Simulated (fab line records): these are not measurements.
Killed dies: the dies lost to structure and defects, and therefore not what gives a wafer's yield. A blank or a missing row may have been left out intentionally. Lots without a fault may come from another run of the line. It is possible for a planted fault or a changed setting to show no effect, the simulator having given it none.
fab line records	flow nand_harc
[record] lots = 6	wafers = 18	last_day = 33
route steps=1302 shown P_GATE@185
lots that met no fault: from a run of the same line without faults
start_h: hours from the record's first day to the start of the lot's first wafer shown	wait_h: hours from the lot's prior step to this one	" the same as in the row above	L1.1+2: a row that stands for several wafers	- no value, or no start given	* or withheld: withheld	< > ~ a bound
route shown NAME@n: names a module that has steps shown in the file, with the first one's number in the route	usual: mean/standard deviation of fault-free wafers	same: alike in all rows	chamber/n: place in a boat	sites: the reading at each site	_std_site: standard deviation across them	_edge_site: outer sites' mean less inner sites'	radius_mm: for every site, how far away it sits from the centre of the wafer	mask NAME#n: copy n	behind: the tool/chamber that last shaped the wafer	hold: why the lot went on hold/how many hours it stayed there/how the hold came to an end	device: whichever transistor did not switch (one of n, p or np)	end of line: at the end of the route, the tests of the same wafers	a step given without rows: its recipe and nothing more	killed: dies that structure and defects cost at the first sort, which is not the same as the wafer's yield	map: shows each die of a wafer: x if killed, . if not, _ if none is there
set.NAME: the setting that was run; set.NAME@STEP: the one run at that earlier step	model.NAME: the simulator's own value behind a step, which no gauge read
lots at some steps of the route; a table a step, a row a wafer
services: the hour from which a tool's chamber was out of use, counted from the record's first day as start_h (under 0 if before that day), plus the number of hours and why
[[steps]]
[step NHARC_P_GATE_CD_MEAS_59]
[recipe] target_cd_nm = 720	landing_energy_ev = 500
[usual] cd_nm = 719.2/2.1
lot.wafer	tool	chamber	start_h	wait_h	cd_nm
L434.1	cd_sem-02	0	128.24	-	723.0
L434.3	"	0	"	"	721.5
L434.4	"	0	"	"	719.2
L439.3	cd_sem-02	0	179.55	-	718.4
L439.4	"	0	"	"	721.0
L439.6	"	0	"	"	719.9
L441.2	cd_sem-01	0	195.52	-	721.2
L441.4	"	0	"	"	719.2
L441.6	"	0	"	"	720.4
L446.1	cd_sem-02	0	255.32	-	723.4
L446.2	"	0	"	"	721.5
L446.6	"	0	"	"	724.6
L451.2	cd_sem-03	0	303.47	-	720.6
L451.3	"	0	"	"	718.9
L451.6	"	0	"	"	718.6
L452.3	cd_sem-03	0	320.08	-	716.0
L452.5	"	0	"	"	715.4
L452.6	"	0	"	"	716.9
[step NHARC_P_GATE_HARDBAKE_60]
[recipe] temp_c = 125	time_s = 80
[step NHARC_P_GATE_DESCUM_61]
[recipe] time_s = 3	o2_flow_sccm = 200	ar_flow_sccm = 0	bias_power_w = 0	chemistry = O2
[usual] drypump_motor_current_A = 5.8/0.55	oes_product_au = 1.002/0.012	rf_vpp_V = 57.9/0.86	showerhead_plenum_p_Torr = 1.95/0.086	throttle_valve_pct = 11.312/0.0087
lot.wafer	tool	chamber	start_h	wait_h	drypump_motor_current_A	oes_product_au	rf_hours_counter_h	rf_vpp_V	showerhead_plenum_p_Torr	throttle_valve_pct
L434.3	rie_diel-10	0	128.42	-	5.8	1.001	3.2	57.4	2.00	11.303
L434.1	"	1	"	"	5.3	1.008	3.6	58.5	1.92	11.296
L434.4	"	2	"	"	5.6	0.995	3.2	57.6	1.92	11.319
L439.4	rie_diel-10	0	179.71	-	5.8	1.002	6.8	57.1	2.00	11.313
L439.3	"	3	"	"	5.6	1.014	7.8	57.0	2.07	11.324
L439.6	"	1	"	"	5.3	1.005	-	56.3	1.92	11.307
L441.2	rie_diel-09	3	195.71	-	5.9	1.017	3.1	58.1	2.03	11.314
L441.6	"	0	"	"	6.4	0.996	-	60.0	1.97	11.323
L441.4	"	2	"	"	6.2	0.990	-	56.7	2.02	11.304
L446.2	rie_diel-04	0	255.49	-	6.8	1.021	3.7	56.6	1.81	11.302
L446.1	"	2	"	"	6.2	0.993	4.2	57.9	1.83	11.320
L446.6	"	3	"	"	4.8	0.992	-	56.5	2.05	11.302
L451.3	rie_diel-10	3	303.63	-	5.6	1.002	2.5	58.8	2.06	11.313
L451.2	"	0	"	"	5.8	0.983	0.8	59.2	2.00	11.296
L451.6	"	0	"	"	5.8	0.983	-	58.1	2.00	11.307
L452.3	rie_diel-10	1	320.24	-	5.4	1.010	2.9	56.5	1.91	11.308
L452.6	"	0	"	"	5.8	0.985	-	59.1	2.00	11.296
L452.5	"	1	"	"	5.4	1.016	-	57.4	1.91	11.319
[step NHARC_P_GATE_IMPLANT_62]
[recipe] energy_kev = 20	dose_cm2 = 3e+15	tilt_deg = 7
[step NHARC_P_GATE_STRIP_112]
[recipe] power_w = 1500	temp_c = 110	time_s = 200	chemistry = N2/H2
[usual] drypump_motor_current_A = 5.8/0.75	heater_power_w = 96/7.5
lot.wafer	tool	chamber	start_h	wait_h	drypump_motor_current_A	heater_power_w	rf_hours_counter_h
L434.1	plasma_asher-01	1	128.82	0.2	6.3	107	27
L434.4	"	0	"	"	5.4	99	-
L434.3	"	1	"	"	6.3	102	-
L439.4	plasma_asher-01	0	180.16	0.2	5.4	104	-
L439.3	"	1	"	"	6.3	103	-
L439.6	"	1	"	"	6.3	102	-
L441.2	plasma_asher-02	0	196.11	0.2	4.7	91	24
L441.4	"	0	"	"	4.7	93	-
L441.6	"	0	"	"	4.7	92	-
L446.1	plasma_asher-01	0	255.85	0.2	5.4	99	14
L446.2	"	1	"	"	6.4	107	14
L446.6	"	1	"	"	6.3	100	-
L451.2	plasma_asher-02	0	304.03	0.2	4.7	94	8
L451.3	"	0	"	"	4.7	92	-
L451.6	"	1	"	"	6.6	87	-
L452.3	plasma_asher-02	1	320.73	0.3	6.6	87	-
L452.6	"	0	"	"	4.7	93	-
L452.5	"	1	"	"	6.6	84	-
[step NHARC_P_GATE_STRIP_76]
[recipe] power_w = 1500	temp_c = 250	chemistry = O2
[usual] drypump_motor_current_A = 5.8/0.75	heater_power_w = 359/28
lot.wafer	tool	chamber	start_h	wait_h	drypump_motor_current_A	heater_power_w	rf_hours_counter_h
L434.1	plasma_asher-01	1	129.05	0.2	6.3	395	27
L434.4	"	0	"	"	5.4	385	-
L434.3	"	1	"	"	6.3	386	-
L439.4	plasma_asher-01	0	180.36	0.2	5.4	378	-
L439.3	"	1	"	"	6.3	391	-
L439.6	"	1	"	"	6.3	381	-
L441.2	plasma_asher-02	0	196.34	0.2	4.7	341	25
L441.4	"	0	"	"	4.7	332	-
L441.6	"	0	"	"	4.7	337	-
L446.1	plasma_asher-01	0	256.11	0.2	5.4	367	15
L446.2	"	1	"	"	6.3	387	15
L446.6	"	1	"	"	6.4	390	-
L451.2	plasma_asher-02	0	304.29	0.2	4.7	345	8
L451.3	"	0	"	"	4.7	348	-
L451.6	"	1	"	"	6.6	319	-
L452.3	plasma_asher-02	1	320.90	0.1	6.6	324	-
L452.6	"	0	"	"	4.7	346	-
L452.5	"	1	"	"	6.6	333	-
[step NHARC_P_GATE_STRIP_63]
[recipe] time_s = 900	temp_c = 130	chemistry = SPM
[step NHARC_P_GATE_DEHYDRATE_83]
[recipe] temp_c = 150	time_s = 120
[step NHARC_P_GATE_HMDS_84]
[recipe] time_s = 30
[step NHARC_P_GATE_COAT_85]
[recipe] spin_rpm = 3000
[step NHARC_P_GATE_SOFTBAKE_86]
[recipe] temp_c = 122	time_s = 95
[step NHARC_P_GATE_EBR_87]
[step NHARC_P_GATE_EXPOSE_88]
[recipe] na = 0.6	target_cd_nm = 2000	dose_mj = 11.87	mask_id = P_HVN
[usual] exposure_dose_mJ_cm2 = 11.870/0.011
lot.wafer	tool	chamber	start_h	wait_h	mask	exposure_dose_mJ_cm2
L434.1	krf_scanner-03	0	129.80	-	P_HVN#0	11.857
L434.3	"	0	"	"	P_HVN#0	11.876
L434.4	"	0	"	"	P_HVN#0	11.866
L439.3	krf_scanner-01	0	181.11	-	P_HVN#0	11.866
L439.4	"	0	"	"	P_HVN#0	11.873
L439.6	"	0	"	"	P_HVN#0	11.870
L441.2	krf_scanner-01	0	197.09	-	P_HVN#0	10.916
L441.4	"	0	"	"	P_HVN#0	10.906
L441.6	"	0	"	"	P_HVN#0	10.905
L446.1	krf_scanner-01	0	256.87	-	P_HVN#0	10.899
L446.2	"	0	"	"	P_HVN#0	10.880
L446.6	"	0	"	"	P_HVN#0	10.901
L451.2	krf_scanner-04	0	305.06	-	P_HVN#0	11.851
L451.3	"	0	"	"	P_HVN#0	11.869
L451.6	"	0	"	"	P_HVN#0	11.868
L452.3	krf_scanner-03	0	321.64	-	P_HVN#0	11.870
L452.5	"	0	"	"	P_HVN#0	11.872
L452.6	"	0	"	"	P_HVN#0	11.868
[step NHARC_P_GATE_PEB_89]
[recipe] peb_temp_c = 118	peb_time_s = 85
[step NHARC_P_GATE_DEVELOP_90]
[recipe] time_s = 70
[step NHARC_P_GATE_CD_MEAS_91]
[recipe] target_cd_nm = 2000	landing_energy_ev = 500
[usual] cd_nm = 1999.8/1.9
lot.wafer	tool	chamber	start_h	wait_h	cd_nm
L434.1	cd_sem-02	0	129.96	-	1999.9
L434.3	"	0	"	"	2000.1
L434.4	"	0	"	"	1995.1
L439.3	cd_sem-02	0	181.26	-	1998.1
L439.4	"	0	"	"	1999.3
L439.6	"	0	"	"	2001.1
L441.2	cd_sem-03	0	197.25	-	1985.2
L441.4	"	0	"	"	1987.0
L441.6	"	0	"	"	1986.1
L446.1	cd_sem-02	0	257.03	-	1983.5
L446.2	"	0	"	"	1987.2
L446.6	"	0	"	"	1986.4
L451.2	cd_sem-03	0	305.21	-	2000.7
L451.3	"	0	"	"	2001.2
L451.6	"	0	"	"	1999.5
L452.3	cd_sem-01	0	321.79	-	1999.4
L452.5	"	0	"	"	2000.3
L452.6	"	0	"	"	2000.9
[step NHARC_P_GATE_HARDBAKE_92]
[recipe] temp_c = 125	time_s = 80
[step NHARC_P_GATE_DESCUM_93]
[recipe] time_s = 3	o2_flow_sccm = 200	ar_flow_sccm = 0	bias_power_w = 0	chemistry = O2
[usual] drypump_motor_current_A = 5.8/0.57	oes_product_au = 1.003/0.012	rf_vpp_V = 58.0/0.89	showerhead_plenum_p_Torr = 1.95/0.085	throttle_valve_pct = 11.312/0.0092
lot.wafer	tool	chamber	start_h	wait_h	drypump_motor_current_A	oes_product_au	rf_hours_counter_h	rf_vpp_V	showerhead_plenum_p_Torr	throttle_valve_pct	model.P_GATE.cd_nm
L434.1	rie_diel-09	2	130.12	-	6.2	0.995	11.7	56.9	2.02	11.310	2000
L434.4	"	0	"	"	6.4	1.009	8.1	58.0	1.97	11.316	1995
L434.3	"	1	"	"	5.2	1.007	11.0	57.7	1.98	11.319	2001
L439.3	rie_diel-10	0	181.43	-	5.8	1.004	6.8	57.8	2.00	11.311	1998
L439.4	"	1	"	"	5.4	1.005	6.2	58.5	1.92	11.299	1999
L439.6	"	0	"	"	5.8	0.995	-	58.6	2.00	11.312	2001
L441.4	rie_diel-04	2	197.40	-	6.2	1.019	1.1	58.3	1.83	11.298	1987
L441.2	"	1	"	"	5.8	1.014	1.1	59.1	1.92	11.316	1985
L441.6	"	2	"	"	6.3	1.010	-	57.0	1.83	11.324	1986
L446.2	rie_diel-04	1	257.19	-	5.8	1.013	3.5	58.2	1.92	11.307	1987
L446.1	"	3	"	"	4.8	0.996	4.4	58.1	2.05	11.328	1984
L446.6	"	2	"	"	6.2	0.989	-	55.7	1.83	11.309	1987
L451.2	rie_diel-09	3	305.37	-	5.9	1.002	9.3	59.3	2.03	11.311	2001
L451.3	"	0	"	"	6.4	0.981	8.3	57.8	1.97	11.297	2001
L451.6	"	1	"	"	5.2	0.988	-	56.9	1.98	11.314	2000
L452.3	rie_diel-10	2	321.97	-	5.6	0.997	2.9	58.4	1.92	11.313	1999
L452.6	"	0	"	"	5.8	0.986	-	58.8	2.00	11.315	2001
L452.5	"	1	"	"	5.4	0.998	-	56.9	1.91	11.301	2001
[step NHARC_P_GATE_IMPLANT_94]
[recipe] energy_kev = 60	dose_cm2 = 2e+15	tilt_deg = 7
[[services]]
tool	chamber	start_h	hours	kind
krf_scanner-03	-	111.30	2.8	repair
krf_scanner-04	-	120.66	0.2	repair
rie_diel-09	-	143.10	9.0	pm
plasma_asher-01	-	165.20	9.0	pm
rie_diel-04	-	177.90	9.0	pm
krf_scanner-03	-	182.59	1.5	repair
krf_scanner-01	-	183.40	4.0	pm
rie_diel-04	-	187.54	0.6	repair
rie_diel-10	0	189.62	12.9	repair
rie_diel-09	1	190.97	8.8	repair
krf_scanner-03	-	224.00	4.0	pm
rie_diel-09	0	236.91	5.7	repair
plasma_asher-02	-	247.96	0.6	repair
rie_diel-10	-	248.27	0.7	repair
plasma_asher-02	-	254.47	9.0	pm
rie_diel-10	-	269.23	0.3	repair
rie_diel-04	2	278.73	2.1	repair
rie_diel-09	2	280.90	45.9	repair
rie_diel-09	3	288.76	1.9	repair
rie_diel-10	1	292.72	13.1	repair
plasma_asher-02	-	296.57	0.4	repair
rie_diel-04	0	300.01	7.7	repair
rie_diel-09	0	311.22	8.4	repair
rie_diel-09	-	320.10	9.0	pm
[[key]]
[first_sign] step = NHARC_P_GATE_EXPOSE_88	reading = exposure_dose_mJ_cm2	direction = down	sigmas = 86	usual = 11.870	struck = 10.901
[effect] step = NHARC_P_GATE_CD_MEAS_91	reading = cd_nm	direction = down	sigmas = 7.1	usual = 1999.8	struck = 1985.9
[model_effect] step = NHARC_P_GATE_DESCUM_93	value = P_GATE.cd_nm	without = 2001	struck = 1986
met_at NHARC_P_GATE_EXPOSE_88
struck_wafers L441.2,L441.4,L441.6,L446.1,L446.2,L446.6
tester_left_out L441,L446
onset_between 181.11 197.09
[fault] kind = process_parameter_drift	tool = krf_scanner-01	chamber = -	onset_h = 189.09	steps = NHARC_P_GATE_EXPOSE_88	channel = dose_mj	offset = -0.96353	shape = step	acts_in = these_recipes_only	stated = 11.87
// tester_left_out: of these lots the tester's yield and bins aren't shown, on N5 and GAA mostly nor the transistor test; their killed dies are dies lost to structure and defects alone, not to doping, threshold or leakage, so they don't give the yield
